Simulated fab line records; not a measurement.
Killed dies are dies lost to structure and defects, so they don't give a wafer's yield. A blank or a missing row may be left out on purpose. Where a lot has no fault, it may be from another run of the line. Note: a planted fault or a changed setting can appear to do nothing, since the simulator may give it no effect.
Which of the tools did it? | flow n5 finfet | 9 lots with 27 wafers sampled at 4 steps, on a route of 1938 steps

## WHAT THE GAUGES READ, wafer by wafer
N5_BEOL_M4_RC_MEAS_101. Usual: DIBL_N 36.8 mV/V, standard deviation 2.2; DIBL_P 37.0 mV/V, standard deviation 2.8; IOFF_N 0.18 nA/um, standard deviation 0.043; IOFF_P 0.23 nA/um, standard deviation 0.05; ION_N 680 uA/um, standard deviation 14; ION_P 466 uA/um, standard deviation 9.1; SS_N 71.7 mV/dec, standard deviation 0.74; SS_P 73.5 mV/dec, standard deviation 0.79; VT_N 248 mV, standard deviation 4; VT_P -249 mV, standard deviation 4.1.
lot  | measured     | on        | DIBL_N (mV/V)  | DIBL_P (mV/V)  | IOFF_N (nA/um) | IOFF_P (nA/um) | ION_N (uA/um) | ION_P (uA/um) | SS_N (mV/dec)  | SS_P (mV/dec)  | VT_N (mV)   | VT_P (mV)      | flag
L263 | day 8 01:04  | prober-01 | 39.6 35.4 37.8 | 41.3 36.2 39.6 | 0.29 0.17 0.23 | 0.36 0.22 0.32 | 715 691 696   | 484 470 480   | 72.7 71.5 72.1 | 74.8 73.3 74.0 | 238 247 243 | -241 -246 -242 |
L261 | day 8 09:23  | prober-01 | 34.7 33.8 37.8 | 35.3 35.0 38.8 | 0.13 0.13 0.20 | 0.19 0.19 0.25 | 665 687 689   | 459 467 467   | 71.2 71.0 71.7 | 73.2 73.7 74.1 | 251 249 246 | -253 -251 -249 |
L264 | day 9 05:10  | prober-01 | 35.7 36.3 37.7 | 36.9 38.2 40.2 | 0.18 0.17 0.23 | 0.19 0.19 0.24 | 677 667 700   | 453 456 467   | 71.6 71.6 72.0 | 73.4 73.1 73.6 | 243 253 244 | -254 -253 -250 |
L269 | day 10 08:27 | prober-02 | 40.9 36.3 31.0 | 45.1 39.3 32.1 | 0.28 0.17 0.09 | 0.36 0.23 0.13 | 698 685 647   | 474 472 449   | 72.8 71.2 69.7 | 75.9 72.8 71.9 | 240 247 256 | -244 -251 -257 |
L271 | day 10 14:43 | prober-02 | 40.1 38.5 42.5 | 39.8 38.5 42.6 | 0.20 0.19 0.27 | 0.30 0.28 0.36 | 671 681 700   | 470 477 479   | 72.0 71.6 73.1 | 74.3 73.3 74.9 | 249 246 244 | -244 -243 -242 |
L278 | day 11 20:49 | prober-02 | 38.1 40.9 38.4 | 35.3 38.5 35.4 | 0.18 0.22 0.16 | 0.24 0.30 0.23 | 688 693 669   | 475 478 459   | 72.0 72.2 71.9 | 73.1 74.1 73.5 | 249 243 252 | -246 -244 -248 |
L280 | day 12 20:40 | prober-01 | 33.8 36.8 38.4 | 32.3 36.9 38.7 | 0.13 0.18 0.23 | 0.18 0.25 0.27 | 664 682 700   | 461 468 479   | 71.4 71.5 71.8 | 72.0 72.8 73.7 | 253 247 242 | -252 -249 -248 |
L282 | day 13 03:29 | prober-01 | 37.4 39.8 38.5 | 36.0 41.2 37.6 | 0.18 0.25 0.21 | 0.20 0.31 0.23 | 687 707 683   | 459 480 460   | 71.9 73.3 72.8 | 73.4 74.3 73.8 | 249 244 247 | -252 -249 -250 |
L283 | day 13 10:34 | prober-01 | 33.4 37.3 35.5 | 34.3 39.2 37.2 | 0.12 0.20 0.15 | 0.17 0.25 0.22 | 671 687 670   | 460 468 466   | 70.6 71.6 71.4 | 73.1 73.7 73.1 | 256 246 251 | -255 -250 -250 |

N5_MIM_BOT_LITHO_CD_MEAS_08: target cd 3000 nm. Usual: cd nm reads 2998.8 nm (standard deviation 2.4).
lot  | measured     | on        | cd nm (nm)           | flag
L263 | day 11 18:42 | cd sem-03 | 2997.7 2996.0 3001.0 |
L261 | day 12 09:52 | cd sem-02 | 2993.7 2999.3 2997.4 |
L264 | day 13 06:46 | cd sem-02 | 3001.7 2997.3 2999.2 |
L269 | day 14 01:07 | cd sem-03 | 3001.4 2997.5 2999.2 |
L271 | day 14 10:41 | cd sem-03 | 2999.8               |
L278 | day 15 17:33 | cd sem-03 | 2996.7 2995.5 2996.8 |
L280 | day 16 21:23 | cd sem-03 | 2996.2 2995.9 2998.4 |
L282 | day 17 02:31 | cd sem-03 | 3001.3 3001.3 3002.3 |
L283 | day 17 07:34 | cd sem-01 | 3000.6 3000.5 3001.8 |

## EACH LOT AND THE TOOL THAT RAN IT (in order: tool; ch and the chambers of the sampled wafers; start)
lot  | N5_BEOL_M10_VIA_ETCH_34            | N5_MIM_BOT_DEGAS_01
L263 | rie diel-04 ch 0,2, day 10 04:48   | pvd sputter-03, day 11 16:16
L261 | rie diel-06 ch 1,2, day 10 13:55   | pvd sputter-01, day 12 05:24
L264 | rie diel-06 ch 0,3, day 11 07:04   | pvd sputter-01, day 13 02:22
L269 | rie diel-04 ch 0,1,3, day 12 10:28 | pvd sputter-03, day 13 23:08
L271 | rie diel-06 ch 1,2,3, day 12 17:19 | pvd sputter-02, day 14 08:26
L278 | rie diel-05 ch 1,2, day 14 02:50   | pvd sputter-02, day 15 14:04
L280 | rie diel-05 ch 1,2, day 14 21:50   | pvd sputter-02, day 16 17:05
L282 | rie diel-06 ch 2,3, day 15 08:44   | pvd sputter-02, day 16 23:53
L283 | rie diel-06 ch 1,3, day 15 13:28   | pvd sputter-03, day 17 05:13
- N5_BEOL_M10_VIA_ETCH_34: etches SiCOH lowk in C4F6/O2, target depth 184.5 nm, time 69.2 s.
- N5_MIM_BOT_DEGAS_01: time 60 s.

## AS READ BY THE TOOLS THEMSELVES (means over the sampled wafers that have a number; for cases with no such wafer, the mark the record gives instead)
N5_BEOL_M10_VIA_ETCH_34. Usual: C4F6_flow_sccm 10.001 sccm, standard deviation 0.027; drypump motor current A 5.6 A, standard deviation 0.58; oes product au 0.81 a.u., standard deviation 0.089; rf vpp V 675 V, standard deviation 18; showerhead plenum p Torr 2.88 Torr, standard deviation 0.098; throttle valve pct 20.90 %, standard deviation 0.25.
lot  | tool        | C4F6_flow_sccm (sccm) | drypump motor current A (A) | oes product au (a.u.) | rf vpp V (V) | showerhead plenum p Torr (Torr) | throttle valve pct (%) | flag
L263 | rie diel-04 | 10.000                | 6.3                         | 0.80                  | 693          | 2.88                            | 20.81                  |
L261 | rie diel-06 | 9.994                 | 5.0                         | 0.75                  | 674          | 2.94                            | 20.88                  |
L264 | rie diel-06 | 9.995                 | 6.1                         | 0.89                  | 665          | 2.80                            | 20.85                  |
L269 | rie diel-04 | 9.993                 | 6.3                         | 0.80                  | 675          | 2.87                            | 21.19                  |
L271 | rie diel-06 | 9.990                 | 5.3                         | 0.65                  | 675          | 2.88                            | 20.88                  |
L278 | rie diel-05 | 10.014                | 5.3                         | 0.82                  | 665          | 2.87                            | 20.58                  |
L280 | rie diel-05 | 10.009                | 5.3                         | 0.82                  | 671          | 2.93                            | 20.77                  |
L282 | rie diel-06 | 10.005                | 5.4                         | 0.74                  | 689          | 2.94                            | 20.90                  |
L283 | rie diel-06 | 10.030                | 5.2                         | 0.85                  | 661          | 2.79                            | 20.77                  |

N5_MIM_BOT_DEGAS_01. Usual: heater power w reads 480 W (standard deviation 70).
lot  | tool           | heater power w (W) | flag
L263 | pvd sputter-03 | 478                |
L261 | pvd sputter-01 | 478                |
L264 | pvd sputter-01 | 452                |
L269 | pvd sputter-03 | 529                |
L271 | pvd sputter-02 | 592                |
L278 | pvd sputter-02 | 519                |
L280 | pvd sputter-02 | 459                |
L282 | pvd sputter-02 | 436                |
L283 | pvd sputter-03 | 444                |

## THE ANSWER, worked out from the rows above alone
Rule: a lot counts as off when the mean over its wafers that have a number is more than 3 standard deviations away from the usual mean. A lot without any number at a reading at which 4 lots or more have one is off too. All remaining lots with rows at the step are treated as sound. The gauges are gone through in route order, then the tools' own readings, and for those a lot's mean is taken as printed above. At the first step where some lot is off, the reading lying furthest off is the one used; lots without a number count as furthest.
Nothing can be told from this: no lot is off at any reading shown.

## WHAT THE SIMULATOR HAD PUT IN
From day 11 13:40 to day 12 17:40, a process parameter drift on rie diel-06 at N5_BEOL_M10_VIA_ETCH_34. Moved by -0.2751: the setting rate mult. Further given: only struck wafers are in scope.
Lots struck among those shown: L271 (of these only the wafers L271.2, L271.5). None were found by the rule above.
